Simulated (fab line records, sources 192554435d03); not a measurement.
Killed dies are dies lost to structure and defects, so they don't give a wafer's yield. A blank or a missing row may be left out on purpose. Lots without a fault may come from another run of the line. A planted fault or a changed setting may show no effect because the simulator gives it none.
Which tool did it? | flow n5_finfet | 11 lots, 33 wafers sampled, at 1 step of a route of 1938

WHAT THE GAUGES READ, wafer by wafer
N5_BEOL_M8_CD_MEAS_11: target cd 38.5 nm.
lot  | measured     | on        | cd_nm (nm)
L075 | day 11 08:04 | cd_sem-01 | 38.5 38.1 38.1
L076 | day 12 04:30 | cd_sem-01 | 38.0 38.3 38.8
L079 | day 12 17:47 | cd_sem-01 | 38.9 38.9 38.4
L081 | day 14 14:54 | cd_sem-03 | 37.9 38.2 37.9
L084 | day 15 13:50 | cd_sem-01 | 38.1 37.9 38.1
L086 | day 16 07:59 | cd_sem-01 | 38.9 38.6 38.7
L090 | day 16 20:59 | cd_sem-02 | 38.5 39.1 39.1
L095 | day 17 21:11 | cd_sem-01 | 38.5 37.9 38.6
L091 | day 18 01:37 | cd_sem-01 | 38.6 38.0 38.9
L094 | day 18 20:32 | cd_sem-01 | 38.5 38.6 38.5
L093 | day 18 21:03 | cd_sem-03 | 37.8 37.9 37.9

WHICH TOOL RAN EACH LOT (tool, then ch and the chambers of the sampled wafers, then the start)
The record holds no process step before these readings.

THE ANSWER, worked out from the rows above alone
Rule: what is usual is taken from the lots themselves. Put in order of their means at a reading, lots are off if they are a third of the lots or fewer, leave a main group of 4 or more, and stand apart from it by a gap of 3 or more times the standard deviation of the main group's means; of several such gaps the widest counts. A main group whose means are all the same, to the digits that the tables above print for the reading, isn't used. A lot without any number at a reading at which 4 lots or more have one is off too. The other lots that the step has rows for count as sound.
No lot is off at any reading shown: from this, nothing can be told.

WHAT THE SIMULATOR HAD PUT IN
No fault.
